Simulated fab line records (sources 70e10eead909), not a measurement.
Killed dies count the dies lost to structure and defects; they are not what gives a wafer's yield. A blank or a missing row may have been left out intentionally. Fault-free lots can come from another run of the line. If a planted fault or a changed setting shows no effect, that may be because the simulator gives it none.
Matching of chambers / flow nand_harc / NHARC_P_M2_PRE_CLEAN_32 on pecvd-01: 3 sister chambers
The step time 12 s. 6 wafers are shown with their chamber, then 11 later ones without.

== WAFERS WITH THEIR CHAMBER ==
wafer=L082.1; chamber=0; heater_power_w (W)=699
wafer=L082.4; chamber=0; heater_power_w (W)=688
wafer=L082.5; chamber=1; heater_power_w (W)=672
wafer=L083.5; chamber=1; heater_power_w (W)=701
wafer=L083.6; chamber=2; heater_power_w (W)=715
wafer=L087.3; chamber=2; heater_power_w (W)=753

== WAFERS WITH NO CHAMBER GIVEN ==
wafer=L087.5; heater_power_w (W)=716
wafer=L087.6; heater_power_w (W)=733
wafer=L088.3; heater_power_w (W)=691
wafer=L088.5; heater_power_w (W)=690
wafer=L088.6; heater_power_w (W)=712
wafer=L090.1; heater_power_w (W)=613
wafer=L090.4; heater_power_w (W)=712
wafer=L090.5; heater_power_w (W)=657
wafer=L093.1; heater_power_w (W)=686
wafer=L093.3; heater_power_w (W)=664
wafer=L093.6; heater_power_w (W)=685

== CHAMBER TAKEN BY EACH ==
wafer=L087.5; from the rows above=can't be placed: 2 or 0 or 1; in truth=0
wafer=L087.6; from the rows above=can't be placed: 2 or 0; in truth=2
wafer=L088.3; from the rows above=can't be placed: 0 or 1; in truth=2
wafer=L088.5; from the rows above=can't be placed: 0 or 1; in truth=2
wafer=L088.6; from the rows above=can't be placed: 0 or 2 or 1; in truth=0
wafer=L090.1; from the rows above=can't be placed: 1 or 0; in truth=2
wafer=L090.4; from the rows above=can't be placed: 0 or 2 or 1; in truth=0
wafer=L090.5; from the rows above=can't be placed: 1 or 0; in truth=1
wafer=L093.1; from the rows above=can't be placed: 1 or 0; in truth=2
wafer=L093.3; from the rows above=can't be placed: 1 or 0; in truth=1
wafer=L093.6; from the rows above=can't be placed: 1 or 0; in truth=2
Placed correctly: 0 of 11. Cannot be placed on the basis of these rows: 11; the candidates contain the true chamber in 6. Number placed wrongly: 0.
How it was worked out, from the rows above alone: a wafer's distance from a chamber is the root of the sum, over the readings, of the square of ((its reading less the chamber's mean) divided by the reading's scatter). If the next closest chamber is less than 2 further off than the closest, the wafer can't be placed; otherwise it belongs to the closest. A chamber's mean is the mean of its shown wafers. The scatter: take each reading less its chamber's mean, square it, sum over the shown wafers, divide by the number of wafers less the number of chambers, and take the root.
